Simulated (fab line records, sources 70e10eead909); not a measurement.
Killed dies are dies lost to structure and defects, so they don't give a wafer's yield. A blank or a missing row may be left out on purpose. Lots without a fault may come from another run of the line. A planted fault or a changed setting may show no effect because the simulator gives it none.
A struck lot beside a sound one | flow nand_harc | 39 steps out of a route of 1159
Sound: wafers L675.1, L675.3, L675.6. Struck: wafer L688.5. (L688.2, L688.4 of the same lot were not struck and are left out.) The cause comes at the end.
At each step with rows: each side's tool, then ch and its chambers, then its first start. Under that, the readings that differ: sound wafers | struck wafers | difference of the means | sigmas: that difference in standard deviations of wafers without a fault.
alike: readings whose means differ by less than 2 such deviations, and words and numbers that are the same on both sides. not compared: withheld readings, readings that some wafer has no value for, bounds like >300 that may hide the same value, and numbers for which the record gives no deviation and whose values overlap.
The two part at a step that has a row with sigmas, a row that says differs or no value, or rows on one side only. Numbers that don't overlap but have no deviation are shown without sigmas and don't part them. A reading that every wafer of one side lacks parts them only if that side has two wafers or more.

first, 2 steps without rows for these wafers: NHARC_P_BONDPAD_HARDBAKE_10 (time 65 s); NHARC_P_BONDPAD_DESCUM_11 (chemistry O2, time 3 s).
NHARC_P_BONDPAD_ETCH_37: etches the open film in N2/H2, target depth 60 nm, overetch 18 nm, time 65.91 s.
  sound on rie_diel-08 ch 0,1,2, day 7 00:39; struck on rie_diel-08 ch 1, day 10 13:24
  alike: drypump_motor_current_A, oes_product_au, rf_vpp_V, showerhead_plenum_p_Torr, throttle_valve_pct
  not compared: rf_hours_counter_h
then, 1 step without rows for these wafers: NHARC_P_BONDPAD_ETCH_12 (etches the open film in CHF3/O2, target depth 200 nm, time 100 s).
NHARC_P_BONDPAD_CD_MEAS_13:
  sound on cd_sem-02, day 7 00:53; struck on cd_sem-02, day 10 13:39
  reading    | sound             | struck | difference | sigmas
  cd_nm (nm) | 498.3 498.1 496.1 | 502.4  | +4.9       | +2
then, 4 steps without rows for these wafers: NHARC_P_BONDPAD_STRIP_15 (strips in O2); NHARC_P_BONDPAD_ETCH_24 (etches the open film in CF4/N2, target depth 30 nm, time 72.99 s); NHARC_P_BONDPAD_STRIP_16 (strips in post etch residue remover, time 600 s); NHARC_P_BONDPAD_DEGAS_25 (time 60 s).
NHARC_P_BONDPAD_PRE_CLEAN_26: time 30 s.
  sound on pvd_sputter-03; struck on pvd_sputter-01
  alike: heater_power_w
then, 1 step without rows for these wafers: NHARC_P_BONDPAD_PVD_17 (deposits TaN, target thk 5 nm, time 8.06 s).
NHARC_P_BONDPAD_PVD_27: deposits Cu, target thk 30 nm, time 20.49 s.
  sound on pvd_sputter-03; struck on pvd_sputter-01
  alike: throttle_valve_pct
NHARC_P_BONDPAD_ECD_18: material Cu, target thk 400 nm.
  sound on ecd_cu-01 ch 0,1, day 7 01:55; struck on ecd_cu-02 ch 1, day 10 14:41
  alike: bath_heat_duty_pct, bath_temp_c
then, 1 step without rows for these wafers: NHARC_P_BONDPAD_ANNEAL_28 (time 90 s).
NHARC_P_BONDPAD_CMP_19: polishes, t overpolish 30 s, cu recess touch 16 s, target thk 160.81 nm.
  sound on cmp-03 ch 1,3, day 7 02:38; struck on cmp-01 ch 3, day 10 15:21
  alike: motor_current_A, overpolish_run_s
then, 1 step without rows for these wafers: NHARC_P_BONDPAD_SRD_21 (time 30 s, dry time 20 s).
NHARC_P_BONDPAD_INSPECT_23:
  sound on defect_inspect-01, day 7 03:08; struck on defect_inspect-01, day 10 15:53
  reading          | sound       | struck | difference | sigmas
  raw_defect_count | 365 337 265 | 562    | +240       | +2
NHARC_P_BONDPAD_ACTIVATE_29: chemistry N2, time 60 s.
  sound on rie_diel-08 ch 0,1, day 7 03:14; struck on rie_diel-06 ch 0, day 10 15:58
  reading                         | sound          | struck | difference | sigmas
  showerhead_plenum_p_Torr (Torr) | 1.76 1.84 1.84 | 1.68   | -0.13      | -2
  alike: drypump_motor_current_A, oes_product_au, rf_vpp_V
  not compared: rf_hours_counter_h
then, 2 steps without rows for these wafers: NHARC_P_BONDPAD_PRECLEAN_30 (cleans in DIW, time 300 s); NHARC_P_BONDPAD_SRD_31 (time 30 s, dry time 20 s).
NHARC_A_START_INSPECT_01:
  the record has rows for the sound wafers here (defect_inspect-01, day 7 03:38) and none for the struck ones
then, 11 steps without rows for these wafers: NHARC_A_ZERO_WELL_PRECLEAN_00 (cleans in SPM, time 600 s); NHARC_A_ZERO_WELL_SRD_01; NHARC_A_ZERO_WELL_DEHYDRATE_02 (time 120 s); NHARC_A_ZERO_WELL_HMDS_03 (time 30 s); NHARC_A_ZERO_WELL_COAT_18 (time 65 s); NHARC_A_ZERO_WELL_COAT_04 (resist thk 600 nm); NHARC_A_ZERO_WELL_SOFTBAKE_05 (time 70 s); NHARC_A_ZERO_WELL_EBR_06; NHARC_A_ZERO_WELL_EXPOSE_07 (exposes mask A ZERO); NHARC_A_ZERO_WELL_PEB_08 (peb time 80 s); NHARC_A_ZERO_WELL_DEVELOP_09 (time 50 s).
NHARC_A_ZERO_WELL_CD_MEAS_10: target cd 2000 nm.
  the record has rows for the sound wafers here (cd_sem-02 ch 0, day 7 04:29) and none for the struck ones
then, 5 steps without rows for these wafers: NHARC_A_ZERO_WELL_HARDBAKE_11 (time 65 s); NHARC_A_ZERO_WELL_DESCUM_12 (chemistry O2, time 3 s); NHARC_A_ZERO_WELL_ETCH_19 (etches the open film in N2/H2, target depth 80 nm, overetch 24 nm, time 87.88 s); NHARC_A_ZERO_WELL_ETCH_13 (etches the open film in HBr/Cl2, target depth 120 nm, time 40.1 s); NHARC_A_ZERO_WELL_STRIP_14 (strips in SPM, time 900 s).
-- the record jumps here: 13 days lie between the struck wafers' starts before and after (it left off in module A_ZERO_WELL and takes up again in module END, whose first step shown is number 1159 of the route) --
NHARC_END_SORT_01:
  sound on prober-01 ch 0, day 19 22:37; struck on prober-01 ch 0, day 23 06:05
  reading                  | sound          | struck | difference | sigmas
  defect_limited_yield (%) | 96.8 95.7 95.4 | 0      | -96        | -69
  killed_at_periphery      | 4 2 1          | 641    | +639       | +99 or more
  killed_dies              | 22 29 31       | 677    | +650       | +71
  killed_open              | 1 4 0          | 7      | +5         | +3
  sort_bin_2_pct (%)       | 1.2 2.4 1.0    | 96.0   | +94.5      | +99 or more
  sort_n_pass              | 655 648 646    | 0      | -650       | -71
  sort_rim_yield_pct (%)   | 99.1 98.1 97.2 | 0      | -98        | -33
  sort_yield_pct (%)       | 96.8 95.7 95.4 | 0      | -96        | -69
  alike: killed_at_array, killed_at_other, killed_short, sort_bin_3_pct, sort_bin_4_pct

WHERE THEY PART
First at NHARC_P_BONDPAD_CD_MEAS_13; last, within this record, at NHARC_END_SORT_01.

WHY: what the simulator had put in
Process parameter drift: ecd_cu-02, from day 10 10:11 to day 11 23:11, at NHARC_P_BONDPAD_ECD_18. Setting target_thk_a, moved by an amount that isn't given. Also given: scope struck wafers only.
